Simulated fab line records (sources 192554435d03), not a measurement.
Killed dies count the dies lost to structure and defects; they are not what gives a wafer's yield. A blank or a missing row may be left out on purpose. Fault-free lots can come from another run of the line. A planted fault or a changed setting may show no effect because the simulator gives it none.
The tool behind it: which one? :: flow n5 finfet :: 72 wafers from 24 lots sampled at 6 of the route's 1938 steps

WHAT EACH GAUGE READ, for each wafer
N5_ILD0_THK_MEAS_13. Usual: thk nm 18.3 nm, standard deviation 1.2.
lot: L074
measured: day 3 17:32
on: film metro-02
thk nm (nm): 18.1 16.5 18.4
flag: 

lot: L075
measured: day 3 23:26
on: film metro-01
thk nm (nm): 18.5 19.8 19.7
flag: 

lot: L076
measured: day 4 06:12
on: film metro-01
thk nm (nm): 19.6 18.9 18.3
flag: 

lot: L077
measured: day 4 10:41
on: film metro-02
thk nm (nm): 17.6 18.7 18.5
flag: 

lot: L078
measured: day 4 16:00
on: film metro-01
thk nm (nm): 16.6 17.7 15.8
flag: 

lot: L079
measured: day 4 22:14
on: film metro-02
thk nm (nm): 19.3 19.1 19.2
flag: 

lot: L080
measured: day 5 08:56
on: film metro-01
thk nm (nm): 17.5 16.7 19.3
flag: 

lot: L081
measured: day 5 10:59
on: film metro-01
thk nm (nm): 19.2 19.7 18.8
flag: 

lot: L082
measured: day 5 16:56
on: film metro-02
thk nm (nm): 17.7 18.3 17.4
flag: 

lot: L083
measured: day 6 00:58
on: film metro-01
thk nm (nm): 15.6 17.2 18.6
flag: 

lot: L084
measured: day 6 10:08
on: film metro-02
thk nm (nm): 20.2 18.8 19.5
flag: 

lot: L085
measured: day 6 13:32
on: film metro-01
thk nm (nm): 19.0 18.4 18.9
flag: 

lot: L086
measured: day 6 20:53
on: film metro-01
thk nm (nm): 17.3 17.7 17.7
flag: 

lot: L087
measured: day 7 06:46
on: film metro-02
thk nm (nm): 18.4 18.5 18.4
flag: 

lot: L088
measured: day 7 07:47
on: film metro-02
thk nm (nm): 18.6 17.1 18.1
flag: 

lot: L089
measured: day 7 13:58
on: film metro-02
thk nm (nm): 18.8 18.2 18.3
flag: 

lot: L090
measured: day 7 23:16
on: film metro-02
thk nm (nm): 17.8 18.6 16.9
flag: 

lot: L091
measured: day 8 02:10
on: film metro-02
thk nm (nm): 16.5 20.0 19.3
flag: 

lot: L092
measured: day 8 11:56
on: film metro-01
thk nm (nm): 19.6 16.7 16.3
flag: 

lot: L093
measured: day 8 15:13
on: film metro-01
thk nm (nm): 16.1 16.3 15.8
flag: 

lot: L094
measured: day 8 19:20
on: film metro-01
thk nm (nm): 18.3 18.2 18.1
flag: 

lot: L095
measured: day 9 02:33
on: film metro-01
thk nm (nm): 17.6 18.2 18.1
flag: 

lot: L096
measured: day 9 06:33
on: film metro-01
thk nm (nm): 17.6 17.2 19.2
flag: 

lot: L097
measured: day 9 13:59
on: film metro-02
thk nm (nm): 18.9 18.8 18.9
flag: 

N5_ILD0_INSPECT_06: inspects for defects (darkfield). Usual: raw defect count 36, standard deviation 16.
lot: L074
measured: day 3 17:34
on: defect inspect-02
raw defect count: 68 72 49
flag: 

lot: L075
measured: day 3 23:27
on: defect inspect-01
raw defect count: 26 24 43
flag: 

lot: L076
measured: day 4 06:14
on: defect inspect-01
raw defect count: 30 10 25
flag: 

lot: L077
measured: day 4 10:43
on: defect inspect-02
raw defect count: 21 49 30
flag: 

lot: L078
measured: day 4 16:02
on: defect inspect-01
raw defect count: 23 10 21
flag: 

lot: L079
measured: day 4 22:15
on: defect inspect-02
raw defect count: 36 38 33
flag: 

lot: L080
measured: day 5 08:58
on: defect inspect-01
raw defect count: 74 50 58
flag: 

lot: L081
measured: day 5 11:01
on: defect inspect-01
raw defect count: 18 43 45
flag: 

lot: L082
measured: day 5 16:58
on: defect inspect-01
raw defect count: 52 40 47
flag: 

lot: L083
measured: day 6 00:59
on: defect inspect-02
raw defect count: 32 73 20
flag: 

lot: L084
measured: day 6 10:10
on: defect inspect-01
raw defect count: 42 40 38
flag: 

lot: L085
measured: day 6 13:33
on: defect inspect-01
raw defect count: 15 29 26
flag: 

lot: L086
measured: day 6 20:55
on: defect inspect-01
raw defect count: 34 35 44
flag: 

lot: L087
measured: day 7 06:47
on: defect inspect-02
raw defect count: 47 49 51
flag: 

lot: L088
measured: day 7 07:49
on: defect inspect-02
raw defect count: 36 41 71
flag: 

lot: L089
measured: day 7 13:59
on: defect inspect-02
raw defect count: 128 56 52
flag: 

lot: L090
measured: day 7 23:17
on: defect inspect-02
raw defect count: 29 49 27
flag: 

lot: L091
measured: day 8 02:11
on: defect inspect-02
raw defect count: 37 19 54
flag: 

lot: L092
measured: day 8 11:58
on: defect inspect-02
raw defect count: 49 32 25
flag: 

lot: L093
measured: day 8 15:14
on: defect inspect-01
raw defect count: 11 29 22
flag: 

lot: L094
measured: day 8 19:22
on: defect inspect-02
raw defect count: 15 41 28
flag: 

lot: L095
measured: day 9 02:34
on: defect inspect-01
raw defect count: 22 20 10
flag: 

lot: L096
measured: day 9 06:35
on: defect inspect-02
raw defect count: 47 34 26
flag: 

lot: L097
measured: day 9 14:01
on: defect inspect-01
raw defect count: 25 36 47
flag: 

N5_HKMG_FIN_CD_MEAS_49: target cd 202 nm. Usual: cd nm 202.0 nm, standard deviation 0.64.
lot: L074
measured: day 4 00:05
on: cd sem-02
cd nm (nm): 200.8 201.3 201.1
flag: 

lot: L075
measured: day 4 06:36
on: cd sem-01
cd nm (nm): 202.2 202.1 202.4
flag: 

lot: L076
measured: day 4 12:38
on: cd sem-01
cd nm (nm): 202.8 201.8 202.2
flag: 

lot: L077
measured: day 4 16:51
on: cd sem-03
cd nm (nm): 203.5 202.4 202.5
flag: 

lot: L078
measured: day 4 23:15
on: cd sem-01
cd nm (nm): 203.1 201.6 201.3
flag: 

lot: L079
measured: day 5 04:25
on: cd sem-03
cd nm (nm): 202.2 202.0 201.7
flag: 

lot: L080
measured: day 5 16:48
on: cd sem-01
cd nm (nm): 202.5 202.5 202.8
flag: 

lot: L081
measured: day 5 19:03
on: cd sem-01
cd nm (nm): 202.5 202.2 201.8
flag: 

lot: L082
measured: day 6 00:42
on: cd sem-03
cd nm (nm): 202.4 201.7 202.7
flag: 

lot: L083
measured: day 6 09:38
on: cd sem-01
cd nm (nm): 203.1 203.0 202.6
flag: 

lot: L084
measured: day 6 16:23
on: cd sem-01
cd nm (nm): 201.4 201.7 202.2
flag: 

lot: L085
measured: day 6 19:39
on: cd sem-01
cd nm (nm): 202.1 202.3 202.0
flag: 

lot: L086
measured: day 7 02:53
on: cd sem-02
cd nm (nm): 203.3 203.1 202.7
flag: 

lot: L087
measured: day 7 13:02
on: cd sem-02
cd nm (nm): 202.8 202.8 202.2
flag: 

lot: L088
measured: day 7 15:01
on: cd sem-01
cd nm (nm): 201.5 201.5 201.4
flag: 

lot: L089
measured: day 7 19:59
on: cd sem-01
cd nm (nm): 201.8 201.9 201.2
flag: 

lot: L090
measured: day 8 06:55
on: cd sem-02
cd nm (nm): 202.0 201.2 201.5
flag: 

lot: L091
measured: day 8 08:09
on: cd sem-02
cd nm (nm): 201.6 200.9 200.7
flag: 

lot: L092
measured: day 8 18:35
on: cd sem-01
cd nm (nm): 201.3 201.3 201.1
flag: 

lot: L093
measured: day 8 22:34
on: cd sem-02
cd nm (nm): 201.8 201.5 202.2
flag: 

lot: L094
measured: day 9 02:39
on: cd sem-03
cd nm (nm): 201.4 202.4 201.4
flag: 

lot: L095
measured: day 9 08:30
on: cd sem-03
cd nm (nm): 201.4 201.6 202.4
flag: 

lot: L096
measured: day 9 13:00
on: cd sem-03
cd nm (nm): 201.9 201.6 202.5
flag: 

lot: L097
measured: day 9 20:37
on: cd sem-02
cd nm (nm): 200.9 200.9 201.1
flag: 

N5_HKMG_FIN_THK_MEAS_70: measures by xrf. Usual: HK_THK 1.606 nm, standard deviation 0.02.
lot: L074
measured: day 4 02:56
on: film metro-01
HK_THK (nm): 1.613 1.596 1.616
flag: 

lot: L075
measured: day 4 09:08
on: film metro-01
HK_THK (nm): 1.612 1.617 1.595
flag: 

lot: L076
measured: day 4 15:08
on: film metro-02
HK_THK (nm): 1.673 1.624 1.585
flag: 

lot: L077
measured: day 4 20:30
on: film metro-02
HK_THK (nm): 1.604 1.624 1.626
flag: 

lot: L078
measured: day 5 02:04
on: film metro-02
HK_THK (nm): 1.647 1.615 1.577
flag: 

lot: L079
measured: day 5 07:38
on: film metro-02
HK_THK (nm): 1.599 1.618 1.569
flag: 

lot: L080
measured: day 5 20:02
on: film metro-02
HK_THK (nm): 1.575 1.602 1.602
flag: 

lot: L081
measured: day 5 22:30
on: film metro-02
HK_THK (nm): 1.629 1.604 1.579
flag: 

lot: L082
measured: day 6 04:08
on: film metro-01
HK_THK (nm): 1.612 1.608 1.606
flag: 

lot: L083
measured: day 6 12:20
on: film metro-02
HK_THK (nm): 1.589 1.624 1.606
flag: 

lot: L084
measured: day 6 19:01
on: film metro-01
HK_THK (nm): 1.626 1.595 1.609
flag: 

lot: L085
measured: day 6 22:11
on: film metro-02
HK_THK (nm): 1.580 1.605 1.618
flag: 

lot: L086
measured: day 7 05:23
on: film metro-01
HK_THK (nm): 1.606 1.610 1.606
flag: 

lot: L087
measured: day 7 15:34
on: film metro-02
HK_THK (nm): 1.643 1.577 1.619
flag: 

lot: L088
measured: day 7 17:42
on: film metro-01
HK_THK (nm): 1.596 1.608 1.615
flag: 

lot: L089
measured: day 7 22:29
on: film metro-01
HK_THK (nm): 1.601 1.617 1.606
flag: 

lot: L090
measured: day 8 09:51
on: film metro-02
HK_THK (nm): 1.616 1.651 1.630
flag: 

lot: L091
measured: day 8 10:46
on: film metro-02
HK_THK (nm): 1.617 1.646 1.626
flag: 

lot: L092
measured: day 8 21:16
on: film metro-01
HK_THK (nm): 1.629 1.597 1.615
flag: 

lot: L093
measured: day 9 01:05
on: film metro-01
HK_THK (nm): 1.574 1.574 1.575
flag: 

lot: L094
measured: day 9 05:15
on: film metro-02
HK_THK (nm): 1.634 1.617 1.581
flag: 

lot: L095
measured: day 9 11:07
on: film metro-01
HK_THK (nm): 1.591 1.582 1.616
flag: 

lot: L096
measured: day 9 15:30
on: film metro-01
HK_THK (nm): 1.583 1.590 1.590
flag: 

lot: L097
measured: day 9 23:24
on: film metro-02
HK_THK (nm): 1.601 1.640 1.596
flag: 

WHICH TOOL RAN EACH LOT (tool, then ch and the chambers of the sampled wafers, then the start)
lot: L074
N5_SDB_HM_DEP_00: pecvd-01 ch 0,1,2, day 3 17:37
N5_HKMG_FIN_ETCH_55: rie diel-01 ch 0,2,3, day 4 00:16

lot: L075
N5_SDB_HM_DEP_00: pecvd-04 ch 0,1, day 3 23:29
N5_HKMG_FIN_ETCH_55: rie diel-02 ch 0,1,2, day 4 06:47

lot: L076
N5_SDB_HM_DEP_00: pecvd-01 ch 0,1, day 4 06:16
N5_HKMG_FIN_ETCH_55: rie diel-06 ch 0,1,2, day 4 12:49

lot: L077
N5_SDB_HM_DEP_00: pecvd-01 ch 0,2, day 4 10:45
N5_HKMG_FIN_ETCH_55: rie diel-01 ch 1,2, day 4 18:02

lot: L078
N5_SDB_HM_DEP_00: pecvd-01 ch 0,1,2, day 4 16:04
N5_HKMG_FIN_ETCH_55: rie diel-02 ch 2,3, day 4 23:28

lot: L079
N5_SDB_HM_DEP_00: pecvd-04 ch 0,1,2, day 4 22:17
N5_HKMG_FIN_ETCH_55: rie diel-01 ch 0,1,2, day 5 05:12

lot: L080
N5_SDB_HM_DEP_00: pecvd-04 ch 1,2, day 5 08:59
N5_HKMG_FIN_ETCH_55: rie diel-06 ch 0,2,3, day 5 17:44

lot: L081
N5_SDB_HM_DEP_00: pecvd-04 ch 0,1, day 5 11:03
N5_HKMG_FIN_ETCH_55: rie diel-06 ch 0,2, day 5 20:11

lot: L082
N5_SDB_HM_DEP_00: pecvd-04 ch 0,2, day 5 17:00
N5_HKMG_FIN_ETCH_55: rie diel-01 ch 0,2, day 6 01:49

lot: L083
N5_SDB_HM_DEP_00: pecvd-04 ch 0,1,2, day 6 01:02
N5_HKMG_FIN_ETCH_55: rie diel-01 ch 1,2, day 6 09:48

lot: L084
N5_SDB_HM_DEP_00: pecvd-01 ch 0,2, day 6 10:13
N5_HKMG_FIN_ETCH_55: rie diel-01 ch 0,1,2, day 6 16:34

lot: L085
N5_SDB_HM_DEP_00: pecvd-03 ch 0,1, day 6 13:35
N5_HKMG_FIN_ETCH_55: rie diel-02 ch 0,1, day 6 19:50

lot: L086
N5_SDB_HM_DEP_00: pecvd-03 ch 1,2, day 6 20:57
N5_HKMG_FIN_ETCH_55: rie diel-06 ch 1,2,3, day 7 03:04

lot: L087
N5_SDB_HM_DEP_00: pecvd-04 ch 0,1,2, day 7 06:49
N5_HKMG_FIN_ETCH_55: rie diel-01 ch 0,3, day 7 13:13

lot: L088
N5_SDB_HM_DEP_00: pecvd-03 ch 0,1, day 7 07:51
N5_HKMG_FIN_ETCH_55: rie diel-02 ch 0,2, day 7 15:14

lot: L089
N5_SDB_HM_DEP_00: pecvd-01 ch 1,2, day 7 14:02
N5_HKMG_FIN_ETCH_55: rie diel-01 ch 0,1,3, day 7 20:10

lot: L090
N5_SDB_HM_DEP_00: pecvd-01 ch 1,2, day 7 23:20
N5_HKMG_FIN_ETCH_55: rie diel-01 ch 0,1,3, day 8 07:05

lot: L091
N5_SDB_HM_DEP_00: pecvd-03 ch 0,1, day 8 02:13
N5_HKMG_FIN_ETCH_55: rie diel-06 ch 1,2,3, day 8 08:20

lot: L092
N5_SDB_HM_DEP_00: pecvd-04 ch 0,1,2, day 8 11:59
N5_HKMG_FIN_ETCH_55: rie diel-06 ch 0,1,3, day 8 18:55

lot: L093
N5_SDB_HM_DEP_00: pecvd-03 ch 0,2, day 8 15:16
N5_HKMG_FIN_ETCH_55: rie diel-06 ch 1,3, day 8 22:46

lot: L094
N5_SDB_HM_DEP_00: pecvd-03 ch 0,1,2, day 8 19:23
N5_HKMG_FIN_ETCH_55: rie diel-06 ch 0,1,2, day 9 02:51

lot: L095
N5_SDB_HM_DEP_00: pecvd-03 ch 1,2, day 9 02:37
N5_HKMG_FIN_ETCH_55: rie diel-02 ch 0,1,2, day 9 08:41

lot: L096
N5_SDB_HM_DEP_00: pecvd-03 ch 1,2, day 9 06:37
N5_HKMG_FIN_ETCH_55: rie diel-02 ch 0,2, day 9 13:11

lot: L097
N5_SDB_HM_DEP_00: pecvd-01 ch 0,1, day 9 14:03
N5_HKMG_FIN_ETCH_55: rie diel-06 ch 0,1,3, day 9 20:48
- N5_SDB_HM_DEP_00: deposits SiNx from SiH4/NH3/N2, target thk 40 nm, time 35.3 s.
- N5_HKMG_FIN_ETCH_55: etches SOC in N2/H2, target depth 240 nm, time 300 s.

WHAT THE TOOLS THEMSELVES READ (means of the sampled wafers that have a number; where no wafer has one, the mark that the record gives instead)
N5_SDB_HM_DEP_00. Usual: heater power w 785 W, standard deviation 65; showerhead plenum p Torr 5.16 Torr, standard deviation 0.068; throttle valve pct 40 %, standard deviation 3.4.
lot: L074
tool: pecvd-01
heater power w (W): 761
showerhead plenum p Torr (Torr): 5.18
throttle valve pct (%): 39
flag: 

lot: L075
tool: pecvd-04
heater power w (W): 766
showerhead plenum p Torr (Torr): 5.13
throttle valve pct (%): 45
flag: 

lot: L076
tool: pecvd-01
heater power w (W): 863
showerhead plenum p Torr (Torr): 5.14
throttle valve pct (%): 39
flag: 

lot: L077
tool: pecvd-01
heater power w (W): 773
showerhead plenum p Torr (Torr): 5.22
throttle valve pct (%): 40
flag: 

lot: L078
tool: pecvd-01
heater power w (W): 823
showerhead plenum p Torr (Torr): 5.18
throttle valve pct (%): 40
flag: 

lot: L079
tool: pecvd-04
heater power w (W): 784
showerhead plenum p Torr (Torr): 5.10
throttle valve pct (%): 42
flag: 

lot: L080
tool: pecvd-04
heater power w (W): 753
showerhead plenum p Torr (Torr): 5.10
throttle valve pct (%): 39
flag: 

lot: L081
tool: pecvd-04
heater power w (W): 773
showerhead plenum p Torr (Torr): 5.13
throttle valve pct (%): 43
flag: 

lot: L082
tool: pecvd-04
heater power w (W): 800
showerhead plenum p Torr (Torr): 5.10
throttle valve pct (%): 44
flag: 

lot: L083
tool: pecvd-04
heater power w (W): 822
showerhead plenum p Torr (Torr): 5.10
throttle valve pct (%): 42
flag: 

lot: L084
tool: pecvd-01
heater power w (W): 791
showerhead plenum p Torr (Torr): 5.21
throttle valve pct (%): 40
flag: 

lot: L085
tool: pecvd-03
heater power w (W): 751
showerhead plenum p Torr (Torr): 5.25
throttle valve pct (%): 42
flag: 

lot: L086
tool: pecvd-03
heater power w (W): 787
showerhead plenum p Torr (Torr): 5.17
throttle valve pct (%): 40
flag: 

lot: L087
tool: pecvd-04
heater power w (W): 816
showerhead plenum p Torr (Torr): 5.11
throttle valve pct (%): 42
flag: 

lot: L088
tool: pecvd-03
heater power w (W): 688
showerhead plenum p Torr (Torr): 5.24
throttle valve pct (%): 42
flag: 

lot: L089
tool: pecvd-01
heater power w (W): 796
showerhead plenum p Torr (Torr): 5.13
throttle valve pct (%): 38
flag: 

lot: L090
tool: pecvd-01
heater power w (W): 832
showerhead plenum p Torr (Torr): 5.12
throttle valve pct (%): 38
flag: 

lot: L091
tool: pecvd-03
heater power w (W): 745
showerhead plenum p Torr (Torr): 5.22
throttle valve pct (%): 40
flag: 

lot: L092
tool: pecvd-04
heater power w (W): 769
showerhead plenum p Torr (Torr): 5.10
throttle valve pct (%): 42
flag: 

lot: L093
tool: pecvd-03
heater power w (W): 713
showerhead plenum p Torr (Torr): 5.17
throttle valve pct (%): 39
flag: 

lot: L094
tool: pecvd-03
heater power w (W): 796
showerhead plenum p Torr (Torr): 5.19
throttle valve pct (%): 40
flag: 

lot: L095
tool: pecvd-03
heater power w (W): 738
showerhead plenum p Torr (Torr): 5.21
throttle valve pct (%): 41
flag: 

lot: L096
tool: pecvd-03
heater power w (W): 777
showerhead plenum p Torr (Torr): 5.22
throttle valve pct (%): 41
flag: 

lot: L097
tool: pecvd-01
heater power w (W): 845
showerhead plenum p Torr (Torr): 5.16
throttle valve pct (%): 39
flag: 

N5_HKMG_FIN_ETCH_55. Usual: drypump motor current A 5.7 A, standard deviation 0.54; oes product au 0.79 a.u., standard deviation 0.1; rf vpp V 523.2 V, standard deviation 2.4; showerhead plenum p Torr 2.52 Torr, standard deviation 0.086; temp c 40.00 C, standard deviation 0.11; throttle valve pct 17.83 %, standard deviation 0.22.
lot: L074
tool: rie diel-01
drypump motor current A (A): 5.8
oes product au (a.u.): 0.74
rf vpp V (V): 523.6
showerhead plenum p Torr (Torr): 2.53
temp c (C): 39.90
throttle valve pct (%): 17.88
flag: 

lot: L075
tool: rie diel-02
drypump motor current A (A): 5.5
oes product au (a.u.): 0.70
rf vpp V (V): 520.6
showerhead plenum p Torr (Torr): 2.41
temp c (C): 40.03
throttle valve pct (%): 17.96
flag: 

lot: L076
tool: rie diel-06
drypump motor current A (A): 5.3
oes product au (a.u.): 0.82
rf vpp V (V): 522.9
showerhead plenum p Torr (Torr): 2.53
temp c (C): 39.90
throttle valve pct (%): 17.89
flag: 

lot: L077
tool: rie diel-01
drypump motor current A (A): 6.2
oes product au (a.u.): 0.71
rf vpp V (V): 522.9
showerhead plenum p Torr (Torr): 2.51
temp c (C): 40.00
throttle valve pct (%): 18.09
flag: 

lot: L078
tool: rie diel-02
drypump motor current A (A): 5.8
oes product au (a.u.): 0.69
rf vpp V (V): 518.8
showerhead plenum p Torr (Torr): 2.42
temp c (C): 40.03
throttle valve pct (%): 18.03
flag: 

lot: L079
tool: rie diel-01
drypump motor current A (A): 6.0
oes product au (a.u.): 0.74
rf vpp V (V): 524.2
showerhead plenum p Torr (Torr): 2.53
temp c (C): 39.93
throttle valve pct (%): 17.93
flag: 

lot: L080
tool: rie diel-06
drypump motor current A (A): 5.5
oes product au (a.u.): 0.76
rf vpp V (V): 523.0
showerhead plenum p Torr (Torr): 2.50
temp c (C): 39.91
throttle valve pct (%): 17.99
flag: 

lot: L081
tool: rie diel-06
drypump motor current A (A): 5.5
oes product au (a.u.): 0.82
rf vpp V (V): 522.9
showerhead plenum p Torr (Torr): 2.53
temp c (C): 39.94
throttle valve pct (%): 18.05
flag: 

lot: L082
tool: rie diel-01
drypump motor current A (A): 5.7
oes product au (a.u.): 0.76
rf vpp V (V): 523.9
showerhead plenum p Torr (Torr): 2.54
temp c (C): 39.90
throttle valve pct (%): 17.76
flag: 

lot: L083
tool: rie diel-01
drypump motor current A (A): 5.7
oes product au (a.u.): 0.70
rf vpp V (V): 522.6
showerhead plenum p Torr (Torr): 2.50
temp c (C): 40.11
throttle valve pct (%): 18.00
flag: 

lot: L084
tool: rie diel-01
drypump motor current A (A): 5.9
oes product au (a.u.): 0.72
rf vpp V (V): 522.8
showerhead plenum p Torr (Torr): 2.52
temp c (C): 39.97
throttle valve pct (%): 17.96
flag: 

lot: L085
tool: rie diel-02
drypump motor current A (A): 5.5
oes product au (a.u.): 0.69
rf vpp V (V): 519.3
showerhead plenum p Torr (Torr): 2.40
temp c (C): 39.83
throttle valve pct (%): 17.86
flag: 

lot: L086
tool: rie diel-06
drypump motor current A (A): 5.2
oes product au (a.u.): 0.88
rf vpp V (V): 524.4
showerhead plenum p Torr (Torr): 2.55
temp c (C): 39.95
throttle valve pct (%): 17.66
flag: 

lot: L087
tool: rie diel-01
drypump motor current A (A): 6.1
oes product au (a.u.): 0.89
rf vpp V (V): 523.5
showerhead plenum p Torr (Torr): 2.52
temp c (C): 40.06
throttle valve pct (%): 17.72
flag: 

lot: L088
tool: rie diel-02
drypump motor current A (A): 5.5
oes product au (a.u.): 0.91
rf vpp V (V): 525.1
showerhead plenum p Torr (Torr): 2.62
temp c (C): 40.02
throttle valve pct (%): 17.79
flag: 

lot: L089
tool: rie diel-01
drypump motor current A (A): 6.3
oes product au (a.u.): 0.90
rf vpp V (V): 523.1
showerhead plenum p Torr (Torr): 2.52
temp c (C): 39.98
throttle valve pct (%): 17.77
flag: 

lot: L090
tool: rie diel-01
drypump motor current A (A): 6.3
oes product au (a.u.): 0.88
rf vpp V (V): 523.0
showerhead plenum p Torr (Torr): 2.51
temp c (C): 39.91
throttle valve pct (%): 17.78
flag: 

lot: L091
tool: rie diel-06
drypump motor current A (A): 5.2
oes product au (a.u.): 0.87
rf vpp V (V): 524.1
showerhead plenum p Torr (Torr): 2.54
temp c (C): 39.98
throttle valve pct (%): 17.68
flag: 

lot: L092
tool: rie diel-06
drypump motor current A (A): 5.3
oes product au (a.u.): 0.89
rf vpp V (V): 525.2
showerhead plenum p Torr (Torr): 2.59
temp c (C): 39.96
throttle valve pct (%): 17.60
flag: 

lot: L093
tool: rie diel-06
drypump motor current A (A): 5.2
oes product au (a.u.): 0.88
rf vpp V (V): 522.6
showerhead plenum p Torr (Torr): 2.51
temp c (C): 40.09
throttle valve pct (%): 17.50
flag: 

lot: L094
tool: rie diel-06
drypump motor current A (A): 5.3
oes product au (a.u.): 0.87
rf vpp V (V): 525.8
showerhead plenum p Torr (Torr): 2.62
temp c (C): 40.03
throttle valve pct (%): 17.79
flag: 

lot: L095
tool: rie diel-02
drypump motor current A (A): 5.5
oes product au (a.u.): 0.77
rf vpp V (V): 522.5
showerhead plenum p Torr (Torr): 2.51
temp c (C): 40.11
throttle valve pct (%): 17.87
flag: 

lot: L096
tool: rie diel-02
drypump motor current A (A): 5.5
oes product au (a.u.): 0.87
rf vpp V (V): 525.0
showerhead plenum p Torr (Torr): 2.62
temp c (C): 39.90
throttle valve pct (%): 17.82
flag: 

lot: L097
tool: rie diel-06
drypump motor current A (A): 5.3
oes product au (a.u.): 0.88
rf vpp V (V): 524.9
showerhead plenum p Torr (Torr): 2.59
temp c (C): 40.11
throttle valve pct (%): 17.61
flag: 

THE ANSWER, worked out from the rows above alone
Rule: lot off if the mean of its wafers having a number is beyond 3 standard deviations from the usual mean. A lot without any number at a reading at which 4 lots or more have one is off too. The other lots that the step has rows for count as sound. Order of review: gauges by route order, followed by the tools' own readings, for which a lot's mean as printed above is used. At the first step where some lot is off, the reading lying furthest off is the one used; lots without a number count as furthest.
None of the lots is off at any reading shown; this tells nothing.

WHAT HAD BEEN PUT IN BY THE SIMULATOR
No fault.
